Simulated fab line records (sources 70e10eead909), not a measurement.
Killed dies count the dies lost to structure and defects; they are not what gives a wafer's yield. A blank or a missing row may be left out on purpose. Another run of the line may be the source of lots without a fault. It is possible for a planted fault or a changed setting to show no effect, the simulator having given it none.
Which tool did it? || flow nand-harc || 14 lots (42 wafers sampled), 1 step of a 1302-step route

## WHAT EACH GAUGE READ, for each wafer
NHARC_P_BONDPAD_THK_MEAS_33: measures by ellipsometry. Usual: thk-nm at 200.2 nm, with a standard deviation of 1.3.
{"lot": "L209", "measured": "day 6 23:34", "on": "film-metro-02", "thk-nm (nm)": "202.2 202.9 201.4", "flag": ""}
{"lot": "L210", "measured": "day 7 06:11", "on": "film-metro-01", "thk-nm (nm)": "200.4 199.6 199.9", "flag": ""}
{"lot": "L212", "measured": "day 8 08:35", "on": "film-metro-02", "thk-nm (nm)": "199.5 199.8 200.2", "flag": ""}
{"lot": "L214", "measured": "day 9 00:07", "on": "film-metro-01", "thk-nm (nm)": "199.3 199.9 200.7", "flag": ""}
{"lot": "L217", "measured": "day 9 20:52", "on": "film-metro-01", "thk-nm (nm)": "199.9 198.9 200.9", "flag": ""}
{"lot": "L219", "measured": "day 10 23:37", "on": "film-metro-02", "thk-nm (nm)": "200.5 200.1 203.6", "flag": ""}
{"lot": "L220", "measured": "day 11 03:34", "on": "film-metro-02", "thk-nm (nm)": "200.5 201.1 202.5", "flag": ""}
{"lot": "L225", "measured": "day 13 08:08", "on": "film-metro-01", "thk-nm (nm)": "198.7 200.7 201.2", "flag": ""}
{"lot": "L226", "measured": "day 13 14:10", "on": "film-metro-02", "thk-nm (nm)": "199.6 200.2 198.6", "flag": ""}
{"lot": "L227", "measured": "day 13 23:10", "on": "film-metro-02", "thk-nm (nm)": "199.2 199.9 200.7", "flag": ""}
{"lot": "L228", "measured": "day 14 13:55", "on": "film-metro-02", "thk-nm (nm)": "198.6 200.6 200.2", "flag": ""}
{"lot": "L229", "measured": "day 14 21:25", "on": "film-metro-02", "thk-nm (nm)": "200.4 200.0 201.0", "flag": ""}
{"lot": "L231", "measured": "day 15 14:54", "on": "film-metro-02", "thk-nm (nm)": "199.8 199.8 200.6", "flag": ""}
{"lot": "L232", "measured": "day 16 07:44", "on": "film-metro-01", "thk-nm (nm)": "198.6 201.5 202.3", "flag": ""}

## WHAT TOOL EACH LOT RAN ON (gives the tool, then ch and the chambers of the sampled wafers, and finally the start)
There is no process step in the record ahead of these readings.

## WHAT THE TOOLS THEMSELVES READ (means of the sampled wafers that have a number; where no wafer has one, the mark that the record gives instead)
The record holds no such reading with a usual standard deviation.

## THE ANSWER, worked out from the rows above alone
Rule: a lot is off if the mean of its wafers that have a number lies more than 3 standard deviations from the usual mean. A lot without any number at a reading at which 4 lots or more have one is off too. The other lots that the step has rows for count as sound. The gauges are gone through in route order, then the tools' own readings, and for those a lot's mean is taken as printed above. At the first step where some lot is off, the reading lying furthest off is the one used; lots without a number count as furthest.
None of the lots is off at any reading shown; this tells nothing.

## WHAT THE SIMULATOR HAD INSERTED
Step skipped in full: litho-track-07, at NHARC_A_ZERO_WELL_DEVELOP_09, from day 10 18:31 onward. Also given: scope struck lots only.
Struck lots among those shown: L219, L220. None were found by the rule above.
